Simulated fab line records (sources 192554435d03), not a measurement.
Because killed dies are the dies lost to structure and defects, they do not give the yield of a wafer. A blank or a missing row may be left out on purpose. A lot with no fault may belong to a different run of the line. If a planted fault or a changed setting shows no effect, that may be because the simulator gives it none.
Split-lot study	flow n5 finfet	route with 1938 steps; 7 lots, 39 wafers read

## SPLIT DETAILS
At N5_BEOL_M12_SPUTTER_43 (material TaN, target thk 15 nm, time 24.19 s), the setting time s was moved away from the recipe's 24.19 s on 12 of the 39 wafers read, by -49.9% to -19.6%. The other wafers ran this setting at the recipe's value.

## FROM THE SPLIT TO THE READING: what the file shows between them, 4 steps
- N5_BEOL_M12_SPUTTER_44: material Ta, target thk 10 nm, time 16.13 s
- N5_BEOL_M12_SPUTTER_45: material Cu, target thk 80 nm, time 13.33 s
- N5_BEOL_M12_ECD_47: material Cu, target thk 720 nm
- N5_BEOL_M12_ANNEAL_48: time 90 s

## THE READING
barrier field endpoint s, in s, at N5_BEOL_M12_CMP_49 (polishes, stops on SiOC, t overpolish 20.6 s, target thk 320 nm). Fault-free wafers of this fab line usually give 30.1 s, standard deviation 0.56 s.

wafer	tool, chamber at the split	time s as run, s	against the recipe	barrier field endpoint s, s	against lot-mates on the recipe
L080.2	pvd sputter-02, -	24.19	recipe	30.3	-
L080.1	pvd sputter-02, -	24.19	recipe	30.3	-
L080.3	pvd sputter-02, -	24.19	recipe	30.2	-
L081.3	pvd sputter-03, -	24.19	recipe	29.7	-
L081.2	pvd sputter-03, -	24.19	recipe	29.8	-
L081.4	pvd sputter-03, -	24.19	recipe	31.0	-
L081.1	pvd sputter-03, -	24.19	recipe	30.1	-
L081.5	pvd sputter-03, -	24.19	recipe	30.1	-
L081.6	pvd sputter-03, -	24.19	recipe	30.9	-
L083.1	pvd sputter-02, -	24.19	recipe	29.3	-
L083.2	pvd sputter-02, -	19.45	-19.6%	26.2	-3.4
L083.4	pvd sputter-02, -	24.19	recipe	29.2	-
L083.3	pvd sputter-02, -	19.45	-19.6%	26.5	-3.1
L083.5	pvd sputter-02, -	19.45	-19.6%	26.3	-3.3
L083.6	pvd sputter-02, -	24.19	recipe	30.3	-
L087.2	pvd sputter-01, -	24.19	recipe	30.2	-
L087.4	pvd sputter-01, -	24.19	recipe	30.2	-
L087.3	pvd sputter-01, -	24.19	recipe	31.2	-
L087.1	pvd sputter-01, -	24.19	recipe	31.1	-
L087.6	pvd sputter-01, -	24.19	recipe	30.1	-
L087.5	pvd sputter-01, -	24.19	recipe	29.9	-
L086.1	pvd sputter-02, -	24.19	recipe	29.6	-
L086.2	pvd sputter-02, -	24.19	recipe	29.5	-
L086.3	pvd sputter-02, -	12.13	-49.9%	21.4	-8.2
L086.4	pvd sputter-02, -	12.13	-49.9%	20.9	-8.7
L086.5	pvd sputter-02, -	24.19	recipe	29.7	-
L086.6	pvd sputter-02, -	12.13	-49.9%	20.5	-9.1
L090.2	pvd sputter-01, -	13.6	-43.8%	22.7	-7.6
L090.4	pvd sputter-01, -	13.6	-43.8%	22.5	-7.8
L090.3	pvd sputter-01, -	24.19	recipe	30.4	-
L090.1	pvd sputter-01, -	13.6	-43.8%	22.7	-7.6
L090.6	pvd sputter-01, -	24.19	recipe	30.4	-
L090.5	pvd sputter-01, -	24.19	recipe	30.0	-
L089.4	pvd sputter-01, -	17.36	-28.2%	25.4	-4.8
L089.1	pvd sputter-01, -	24.19	recipe	30.5	-
L089.3	pvd sputter-01, -	17.36	-28.2%	25.0	-5.2
L089.2	pvd sputter-01, -	24.19	recipe	29.8	-
L089.6	pvd sputter-01, -	17.36	-28.2%	25.4	-4.8
L089.5	pvd sputter-01, -	24.19	recipe	30.4	-

THE FIT
A straight line over all 39 wafers: barrier field endpoint s changes by +0.179 s for each +1% of time s; r = +0.99; the points scatter about the line by 0.47 s.
The same after taking each lot's own level away (the mean of its wafers on the recipe; 39 wafers): +0.174 s for each +1%; r = +0.99; scatter 0.36 s.
The reading moves by 8.7 s for the largest change in time s, on that fit.
Across the lots, their own levels run from 29.60 to 30.45 s, a range of 1.5 times the standard deviation given above.
So the lot-to-lot level changes the slope little: the two slopes agree.
Check: with one of the wafers moved furthest among these (-49.9%) left out of the fit, the line predicts -8.75 s for it against its lot-mates. It came out at -8.2 s against them.

## ADDITIONAL SPLITS CARRIED BY THESE WAFERS
Note: prior to the reading, these wafers also went through further splits. Each is held against what the fit with the lots' levels taken away leaves over:
other split on the same wafers	wafers away from the commonest value	r with barrier field endpoint s (lot level and that fit taken away)
N5_BEOL_M0_TRENCH_ETCH_107 target depth a	18	-0.14
N5_BEOL_M2_ILD_DEP_00 time s	15	-0.01
N5_BEOL_M5_CVD_47 target thk a	15	-0.11
N5_BEOL_M7_DEP_56 target thk a	12	+0.01
N5_BEOL_M11_PECVD_70 time s	9	-0.29

## THE WHOLE CHAIN: every reading that the file lists as answering this split, in the file's order
step	what it does	reading	change (the file's fit)	r (the file's)
N5_BEOL_M12_SPUTTER_43	material TaN, target thk 15 nm, time 24.19 s	TaN_of_BEOL_M12_SPUTTER_43.thk nm (the simulator's own value, which no gauge read)	+0.147 nm for each +1% of the setting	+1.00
N5_BEOL_M12_CMP_49	polishes, stops on SiOC, t overpolish 20.6 s, target thk 320 nm	barrier field endpoint s	+0.174 s for each +1% of the setting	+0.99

## THE FILE'S OWN FIT
barrier field endpoint s changes by +0.174 s for each +1% of time s, r = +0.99.
